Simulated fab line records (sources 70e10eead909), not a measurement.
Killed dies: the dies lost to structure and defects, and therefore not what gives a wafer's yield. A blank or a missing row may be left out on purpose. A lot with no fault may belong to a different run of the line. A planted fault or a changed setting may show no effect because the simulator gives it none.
Check for tools in common / flow nandHarc / 12 lots, 36 wafers sampled

== REASON FOR OPENING ==
Flagged at NHARC_P_GATE_CD_MEAS_46: reading cdNm, on 1 of 12 lots. Wafers without a fault read 720.3 nm, standard deviation 1.7.
Rule: flag the lot when none of its wafers has a number, or when each of its wafers that has one lies beyond 4 standard deviations from that mean. All remaining lots are regarded as sound.

lot=L183; measured=day 6 00:39; on=cdSem-02; cdNm (nm), wafer by wafer=722.2 719.1 719.0; flag=
lot=L184; measured=day 6 13:10; on=cdSem-02; cdNm (nm), wafer by wafer=720.4 718.7 717.9; flag=
lot=L185; measured=day 6 16:43; on=cdSem-01; cdNm (nm), wafer by wafer=718.6 721.1 720.6; flag=
lot=L186; measured=day 7 08:14; on=cdSem-01; cdNm (nm), wafer by wafer=720.9 721.4 719.5; flag=
lot=L188; measured=day 8 03:14; on=cdSem-03; cdNm (nm), wafer by wafer=719.7 721.2 720.0; flag=
lot=L189; measured=day 8 17:36; on=cdSem-02; cdNm (nm), wafer by wafer=720.3 719.1 720.8; flag=
lot=L190; measured=day 8 18:02; on=cdSem-01; cdNm (nm), wafer by wafer=721.4 719.0 722.0; flag=
lot=L192; measured=day 9 18:47; on=cdSem-03; cdNm (nm), wafer by wafer=712.6 711.3 709.7; flag=FLAGGED
lot=L202; measured=day 13 16:02; on=cdSem-03; cdNm (nm), wafer by wafer=720.5 722.6 720.3; flag=
lot=L203; measured=day 14 05:02; on=cdSem-02; cdNm (nm), wafer by wafer=720.2 718.7 720.6; flag=
lot=L205; measured=day 15 07:39; on=cdSem-01; cdNm (nm), wafer by wafer=720.8 721.0 722.1; flag=
lot=L204; measured=day 15 07:52; on=cdSem-02; cdNm (nm), wafer by wafer=718.7 720.0 717.3; flag=
Average over the flagged lots: 711.2 nm; offset from the usual -9.1 nm, equal to -5 standard deviations.

== EACH LOT AND THE TOOL IT RAN ON ==
The record holds 2 process steps before the reading, out of a route of 1302 steps. Read each cell as the tool, then ch plus the chambers that the sampled wafers visited, then the start.
lot=L183; flag=; NHARC_P_GATE_DESCUM_31=rieDiel-10 ch 0,1,3, day 5 12:51; NHARC_P_GATE_EXPOSE_43=krfScanner-02 ch 0, day 6 00:29
lot=L184; flag=; NHARC_P_GATE_DESCUM_31=rieDiel-01 ch 0,1,2, day 6 01:29; NHARC_P_GATE_EXPOSE_43=krfScanner-03 ch 0, day 6 13:01
lot=L185; flag=; NHARC_P_GATE_DESCUM_31=rieDiel-10 ch 0,2,3, day 6 05:08; NHARC_P_GATE_EXPOSE_43=krfScanner-03 ch 0, day 6 16:34
lot=L186; flag=; NHARC_P_GATE_DESCUM_31=rieDiel-03 ch 0,1,2, day 6 18:19; NHARC_P_GATE_EXPOSE_43=krfScanner-02 ch 0, day 7 08:05
lot=L188; flag=; NHARC_P_GATE_DESCUM_31=rieDiel-01 ch 0,2, day 7 15:41; NHARC_P_GATE_EXPOSE_43=krfScanner-03 ch 0, day 8 03:05
lot=L189; flag=; NHARC_P_GATE_DESCUM_31=rieDiel-10 ch 1,2,3, day 8 05:50; NHARC_P_GATE_EXPOSE_43=krfScanner-02 ch 0, day 8 17:26
lot=L190; flag=; NHARC_P_GATE_DESCUM_31=rieDiel-01 ch 1,2,3, day 8 06:19; NHARC_P_GATE_EXPOSE_43=krfScanner-02 ch 0, day 8 17:53
lot=L192; flag=FLAGGED; NHARC_P_GATE_DESCUM_31=rieDiel-10 ch 0,1,2, day 9 07:02; NHARC_P_GATE_EXPOSE_43=krfScanner-04 ch 0, day 9 18:38
lot=L202; flag=; NHARC_P_GATE_DESCUM_31=rieDiel-10 ch 1,2,3, day 13 04:19; NHARC_P_GATE_EXPOSE_43=krfScanner-02 ch 0, day 13 15:53
lot=L203; flag=; NHARC_P_GATE_DESCUM_31=rieDiel-03 ch 1,2, day 13 17:12; NHARC_P_GATE_EXPOSE_43=krfScanner-03 ch 0, day 14 04:53
lot=L205; flag=; NHARC_P_GATE_DESCUM_31=rieDiel-03 ch 0,2,3, day 14 19:45; NHARC_P_GATE_EXPOSE_43=krfScanner-04 ch 0, day 15 07:30
lot=L204; flag=; NHARC_P_GATE_DESCUM_31=rieDiel-10 ch 0,1,2, day 14 20:03; NHARC_P_GATE_EXPOSE_43=krfScanner-02 ch 0, day 15 07:43
These steps, and what they do:
- NHARC_P_GATE_DESCUM_31: chemistry O2, time 3 s.
- NHARC_P_GATE_EXPOSE_43: exposes mask P NSD, target cd 720 nm.
- NHARC_P_GATE_CD_MEAS_46: target cd 720 nm.

== FLAGGED AGAINST TOTAL, ONE TOOL AT A TIME (gauges that did the reading follow at the end) ==
step=NHARC_P_GATE_DESCUM_31; tool=rieDiel-01; lots run=3; flagged=0; share of the flagged lots=none; sound lots run after its first flagged lot=-
step=NHARC_P_GATE_DESCUM_31; tool=rieDiel-03; lots run=3; flagged=0; share of the flagged lots=none; sound lots run after its first flagged lot=-
step=NHARC_P_GATE_DESCUM_31; tool=rieDiel-10; lots run=6; flagged=1; share of the flagged lots=all; sound lots run after its first flagged lot=2 (L202,L204)
step=NHARC_P_GATE_EXPOSE_43; tool=krfScanner-02; lots run=6; flagged=0; share of the flagged lots=none; sound lots run after its first flagged lot=-
step=NHARC_P_GATE_EXPOSE_43; tool=krfScanner-03; lots run=4; flagged=0; share of the flagged lots=none; sound lots run after its first flagged lot=-
step=NHARC_P_GATE_EXPOSE_43; tool=krfScanner-04; lots run=2; flagged=1; share of the flagged lots=all; sound lots run after its first flagged lot=1 (L205)
step=NHARC_P_GATE_CD_MEAS_46; tool=cdSem-01; lots run=4; flagged=0; share of the flagged lots=none; sound lots run after its first flagged lot=-
step=NHARC_P_GATE_CD_MEAS_46; tool=cdSem-02; lots run=5; flagged=0; share of the flagged lots=none; sound lots run after its first flagged lot=-
step=NHARC_P_GATE_CD_MEAS_46; tool=cdSem-03; lots run=3; flagged=1; share of the flagged lots=all; sound lots run after its first flagged lot=1 (L202)

== WHAT THE TABLE PERMITS ==
rieDiel-10 at NHARC_P_GATE_DESCUM_31, krfScanner-04 at NHARC_P_GATE_EXPOSE_43 and cdSem-03 at NHARC_P_GATE_CD_MEAS_46: these 3 rows of the table ran every flagged lot.
- rieDiel-10 at NHARC_P_GATE_DESCUM_31: 1 of its 6 lots flagged. Lots that were sound ran on it after the first flagged one (L202, L204); a persistent fault on the entire tool would not allow that.
- krfScanner-04 at NHARC_P_GATE_EXPOSE_43: 1 of its 2 lots flagged. Lots that were sound ran on it after the first flagged one (L205); a persistent fault on the entire tool would not allow that.
- cdSem-03 at NHARC_P_GATE_CD_MEAS_46: 1 of its 3 lots flagged. Lots that were sound ran on it after the first flagged one (L202); a persistent fault on the entire tool would not allow that.
No row of the table ran every flagged lot and no sound lot after the first.

== WHAT THE SIMULATOR HAD PUT IN ==
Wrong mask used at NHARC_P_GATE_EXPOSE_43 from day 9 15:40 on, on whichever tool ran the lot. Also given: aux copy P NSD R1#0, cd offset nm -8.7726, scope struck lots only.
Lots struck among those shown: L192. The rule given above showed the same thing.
